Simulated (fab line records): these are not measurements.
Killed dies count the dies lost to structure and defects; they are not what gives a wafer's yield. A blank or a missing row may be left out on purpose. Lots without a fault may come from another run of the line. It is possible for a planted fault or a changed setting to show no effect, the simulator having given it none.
Which tool is to blame?    flow nand harc    12 lots, 36 wafers sampled, at 5 steps of a route of 1302

== WHAT THE GAUGES SHOWED, per wafer ==
NHARC_END_SORT_01. Usual: killed at array 58, standard deviation 20; killed at other 1.0, standard deviation 1.2; killed at periphery 4.1, standard deviation 3; killed dies 63, standard deviation 20; killed open 3.2, standard deviation 1.7; killed short 2.5, standard deviation 1.5.
lot   measured      on         killed at array  killed at other  killed at periphery  killed dies  killed open  killed short  flag
L373  day 26 21:34  prober-02  59 57 67         0 0 0            1 0 2                60 57 69     3 0 4        1 2 1         
L375  day 27 23:50  prober-02  58 45 59         0 0 0            4 3 2                62 48 61     4 2 3        2 0 1         

== WHAT TOOL EACH LOT RAN ON (gives the tool, then ch and the chambers of the sampled wafers, and finally the start) ==
lot   NHARC_A_CHANNEL_HOLE_D1_ETCH_16                NHARC_A_CHANNEL_HOLE_D1_ETCH_21   NHARC_A_CHANNEL_FILL_D1_ALD_15       NHARC_A_CHANNEL_FILL_D1_ALD_25
L367  rie diel-08 ch 1,2, day 8 20:38 or earlier     har etch-01 ch 0,1, day 8 20:38   ald sin batch-02 ch 0, day 9 15:11   ald hk-01 ch 0,1,2, day 10 22:05
L368  rie diel-09 ch 0,1,2, day 9 16:05 or earlier   har etch-01 ch 0,1, day 9 16:05   ald sin batch-03 ch 0, day 10 07:11  ald hk-03 ch 1,2,3, day 11 09:07
L371  rie diel-09 ch 0,1, day 10 19:05 or earlier    har etch-02 ch 0, day 10 19:05    ald sin batch-01 ch 0, day 11 11:49  ald hk-01 ch 1,2,3, day 12 14:50
L372  rie diel-09 ch 2,3, day 10 20:16 or earlier    har etch-01 ch 0,1, day 10 20:16  ald sin batch-01 ch 0, day 11 11:49  ald hk-02 ch 0,2,3, day 12 14:50
L373  rie diel-09 ch 0,3, day 11 18:11 or earlier    har etch-02 ch 0,1, day 11 18:11  ald sin batch-01 ch 0, day 12 09:48  ald hk-02 ch 1,2,3, day 13 12:56
L374  rie diel-09 ch 1,2, day 11 21:25 or earlier    har etch-01 ch 0,1, day 11 21:25  ald sin batch-01 ch 0, day 12 13:14  ald hk-03 ch 0,1, day 13 14:58
L375  rie diel-09 ch 0,1,3, day 12 11:46 or earlier  har etch-02 ch 0,1, day 12 11:46  ald sin batch-01 ch 0, day 13 03:13  ald hk-01 ch 0,1,3, day 14 05:32
L385  rie diel-09 ch 0,1, day 16 04:01 or earlier    har etch-02 ch 0,1, day 16 04:01  ald sin batch-01 ch 0, day 16 19:28  ald hk-03 ch 1,2,3, day 18 00:43
L384  rie diel-07 ch 0,2,3, day 16 05:28 or earlier  har etch-01 ch 0,1, day 16 05:28  ald sin batch-01 ch 0, day 16 19:28  ald hk-01 ch 0,2, day 17 22:31
L386  rie diel-09 ch 0,1,3, day 17 10:25 or earlier  har etch-02 ch 0,1, day 17 10:25  ald sin batch-01 ch 0, day 18 02:43  ald hk-01 ch 0,1,2, day 19 05:16
L387  rie diel-07 ch 0,1,3, day 17 11:35 or earlier  har etch-01 ch 0,1, day 17 11:35  ald sin batch-01 ch 0, day 18 02:43  ald hk-03 ch 0,1,2, day 19 04:39
L388  rie diel-09 ch 2,3, day 17 23:05 or earlier    har etch-01 ch 0,1, day 17 23:05  ald sin batch-01 ch 0, day 18 14:38  ald hk-03 ch 0,1,2, day 19 17:53
- NHARC_A_CHANNEL_HOLE_D1_ETCH_16: etches the open film in O2/COS, target depth 3100 nm, time 806 s.
- NHARC_A_CHANNEL_HOLE_D1_ETCH_21: etches the open film in C4F8/O2/Ar, time 514.3 s, target depth 1600 nm.
- NHARC_A_CHANNEL_FILL_D1_ALD_15: deposits SiNx, target thk 2 nm, pulse time 60 s, ald cycles 19.
- NHARC_A_CHANNEL_FILL_D1_ALD_25: deposits SiOx, target thk 60 nm, pulse time 10 s, ald cycles 600.

== AS READ BY THE TOOLS THEMSELVES (means over the sampled wafers that have a number; for cases with no such wafer, the mark the record gives instead) ==
NHARC_A_CHANNEL_HOLE_D1_ETCH_16. Usual: drypump motor current A 5.6 A, standard deviation 0.37; mfc ar sccm 0.012 sccm, standard deviation 0.01; oes product au 0.999 a.u., standard deviation 0.0096; rf vpp V 313.9 V, standard deviation 2.3; showerhead plenum p Torr 3.10 Torr, standard deviation 0.14; throttle valve pct 28.328 %, standard deviation 0.009.
lot   tool         drypump motor current A (A)  mfc ar sccm (sccm)  oes product au (a.u.)  rf vpp V (V)  showerhead plenum p Torr (Torr)  throttle valve pct (%)  flag
L367  rie diel-08  5.5                          0.001               0.998                  314.9         3.16                             28.327                  
L368  rie diel-09  5.7                          0.015               0.999                  314.7         3.13                             28.323                  
L371  rie diel-09  5.9                          0.010               0.997                  312.9         3.09                             28.327                  
L372  rie diel-09  5.6                          0.015               1.003                  313.2         3.04                             28.329                  
L373  rie diel-09  5.8                          0.010               1.003                  311.5         2.99                             28.327                  
L374  rie diel-09  5.5                          0.021               1.000                  314.3         3.18                             28.331                  
L375  rie diel-09  5.7                          0.015               0.991                  312.0         3.01                             28.332                  
L385  rie diel-09  5.9                          0.010               0.997                  313.5         3.08                             28.334                  
L384  rie diel-07  5.5                          0.011               0.991                  315.3         3.21                             28.326                  
L386  rie diel-09  5.7                          0.015               0.993                  312.4         3.00                             28.327                  
L387  rie diel-07  5.5                          0.014               0.993                  314.6         3.19                             28.326                  
L388  rie diel-09  5.7                          0.016               1.009                  314.7         3.16                             28.326                  

NHARC_A_CHANNEL_HOLE_D1_ETCH_21. Usual: drypump motor current A 6.2 A, standard deviation 0.35; mfc ar sccm 374.9 sccm, standard deviation 1.1; showerhead plenum p Torr 3.67 Torr, standard deviation 0.11; throttle valve pct 32.154 %, standard deviation 0.0088.
lot   tool         drypump motor current A (A)  mfc ar sccm (sccm)  showerhead plenum p Torr (Torr)  throttle valve pct (%)  flag
L367  har etch-01  6.1                          374.4               3.73                             32.151                  
L368  har etch-01  6.1                          374.4               3.73                             32.151                  
L371  har etch-02  5.8                          374.5               3.50                             32.154                  
L372  har etch-01  6.1                          375.0               3.72                             32.156                  
L373  har etch-02  6.5                          374.8               3.66                             32.161                  
L374  har etch-01  6.1                          373.9               3.71                             32.158                  
L375  har etch-02  6.5                          375.2               3.65                             32.156                  
L385  har etch-02  6.1                          374.8               3.54                             32.145                  
L384  har etch-01  6.1                          375.7               3.68                             32.152                  
L386  har etch-02  6.5                          375.0               3.78                             32.153                  
L387  har etch-01  6.1                          374.6               3.67                             32.153                  
L388  har etch-01  6.1                          375.8               3.66                             32.153                  

NHARC_A_CHANNEL_FILL_D1_ALD_15. Usual: precursor pulse height rel reads 1.000 (standard deviation 0.019).
lot   tool              precursor pulse height rel  flag
L367  ald sin batch-02  1.003                       
L368  ald sin batch-03  1.008                       
L371  ald sin batch-01  0.985                       
L372  ald sin batch-01  1.015                       
L373  ald sin batch-01  1.009                       
L374  ald sin batch-01  1.005                       
L375  ald sin batch-01  0.995                       
L385  ald sin batch-01  1.007                       
L384  ald sin batch-01  1.016                       
L386  ald sin batch-01  0.994                       
L387  ald sin batch-01  1.003                       
L388  ald sin batch-01  0.995                       

NHARC_A_CHANNEL_FILL_D1_ALD_25. Usual: heater power w 462 W, standard deviation 32; precursor pulse height rel 1.001, standard deviation 0.019.
lot   tool       heater power w (W)  precursor pulse height rel  flag
L367  ald hk-01  501                 0.999                       
L368  ald hk-03  448                 1.003                       
L371  ald hk-01  510                 1.002                       
L372  ald hk-02  464                 1.003                       
L373  ald hk-02  455                 0.980                       
L374  ald hk-03  441                 1.000                       
L375  ald hk-01  474                 0.992                       
L385  ald hk-03  456                 1.011                       
L384  ald hk-01  477                 1.006                       
L386  ald hk-01  489                 1.006                       
L387  ald hk-03  460                 1.022                       
L388  ald hk-03  461                 1.011                       

== THE ANSWER, worked out from the rows above alone ==
Rule: a lot is off if the mean of its wafers that have a number lies more than 3 standard deviations from the usual mean. Also off: a lot with no number at a reading for which 4 or more lots have one. Where the step has rows for the other lots, those lots are counted as sound. The gauges are gone through in route order, then the tools' own readings, and for those a lot's mean is taken as printed above. At the first step where some lot is off, the reading lying furthest off is the one used; lots without a number count as furthest.
Across all readings shown, no lot is off: no conclusion can be drawn from this.

== WHAT THE SIMULATOR HAD PUT IN ==
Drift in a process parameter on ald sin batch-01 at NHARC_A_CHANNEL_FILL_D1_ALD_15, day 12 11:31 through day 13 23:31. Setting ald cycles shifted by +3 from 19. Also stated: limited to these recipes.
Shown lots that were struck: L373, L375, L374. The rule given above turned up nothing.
